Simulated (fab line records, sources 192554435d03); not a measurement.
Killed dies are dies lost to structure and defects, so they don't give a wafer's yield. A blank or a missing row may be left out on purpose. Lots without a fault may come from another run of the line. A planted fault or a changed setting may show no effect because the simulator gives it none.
Split-lot experiment | flow n5_finfet | 7 lots, 21 wafers read, on a route of 1938 steps

THE SPLIT
At N5_BEOL_M2_ETCH_70 (etches SOC in N2/H2, target depth 80 nm, overetch 24 nm, time 130 s), the setting source_w was moved away from the recipe's 840 W on 5 of the 21 wafers read, by -15.3% to +14.5%. The other wafers ran this setting at the recipe's value.

The reading is taken at the split's own step.

THE READING
rf_vpp_V, in V, at N5_BEOL_M2_ETCH_70 (etches SOC in N2/H2, target depth 80 nm, overetch 24 nm, time 130 s). Fault-free wafers of this fab line usually give 523.2 V, standard deviation 2.5 V.

wafer  | tool, chamber at the split | source_w as run, W | against the recipe | rf_vpp_V, V | against lot-mates on the recipe
L078.4 | rie_diel-01, 2             | 840                | recipe             | 524.1       | -
L078.5 | rie_diel-01, 0             | 840                | recipe             | 523.3       | -
L078.6 | rie_diel-01, 3             | 736.9              | -12.3%             | 545.8       | +22.1
L080.3 | rie_diel-03, 3             | 840                | recipe             | 522.5       | -
L080.4 | rie_diel-03, 1             | 840                | recipe             | 522.3       | -
L080.5 | rie_diel-03, 2             | 840                | recipe             | 527.2       | -
L081.1 | rie_diel-04, 0             | 840                | recipe             | 522.4       | -
L081.2 | rie_diel-04, 3             | 961.5              | +14.5%             | 505.0       | -17.4
L081.5 | rie_diel-04, 3             | 961.5              | +14.5%             | 503.4       | -19.0
L084.1 | rie_diel-01, 2             | 711.8              | -15.3%             | 552.0       | +29.3
L084.4 | rie_diel-01, 1             | 840                | recipe             | 523.1       | -
L084.5 | rie_diel-01, 0             | 840                | recipe             | 522.2       | -
L093.1 | rie_diel-01, 2             | 840                | recipe             | 522.6       | -
L093.3 | rie_diel-01, 0             | 840                | recipe             | 521.2       | -
L093.6 | rie_diel-01, 2             | 749.4              | -10.8%             | 543.0       | +21.1
L096.3 | rie_diel-04, 3             | 840                | recipe             | 528.2       | -
L096.4 | rie_diel-04, 2             | 840                | recipe             | 525.8       | -
L096.5 | rie_diel-04, 1             | 840                | recipe             | 527.6       | -
L097.1 | rie_diel-01, 0             | 840                | recipe             | 521.5       | -
L097.3 | rie_diel-01, 3             | 840                | recipe             | 521.7       | -
L097.6 | rie_diel-01, 1             | 840                | recipe             | 523.7       | -

THE FIT
A straight line over all 21 wafers: rf_vpp_V changes by -1.6 V for each +1% of source_w; r = -0.98; the points scatter about the line by 2.5 V.
The same after taking each lot's own level away (the mean of its wafers on the recipe; 21 wafers): -1.59 V for each +1%; r = -0.98; scatter 2.3 V.
On that fit, the largest move of source_w shifts the reading by 24 V.
The lots' own levels span 521.90 to 527.20 V, that is 2.1 times the standard deviation above.
So the lot-to-lot level changes the slope little: the two slopes agree.
Check: with one of the wafers moved furthest among these (-15.3%) left out of the fit, the line predicts +23.7 V for it against its lot-mates. It came out at +29.3 V against them.
Tool readings at the split's step, against how far the setting was moved: rf_vpp_V r = -0.98.

OTHER SPLITS ON THESE WAFERS
These wafers also went through other splits before the reading. Each is held against what the fit with the lots' levels taken away leaves over:
other split on the same wafers | wafers away from the commonest value | r with rf_vpp_V (lot level and that fit taken away)
N5_BEOL_M0_ETCH_128 source_w   | 6                                    | -0.17
N5_BEOL_M0_ETCH_109 bias_w     | 3                                    | +0.39
N5_BEOL_M1_SPUTTER_81 time_s   | 7                                    | +0.11

THE FILE'S OWN FIT
rf_vpp_V changes by -1.71 V for each +1% of source_w, r = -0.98.
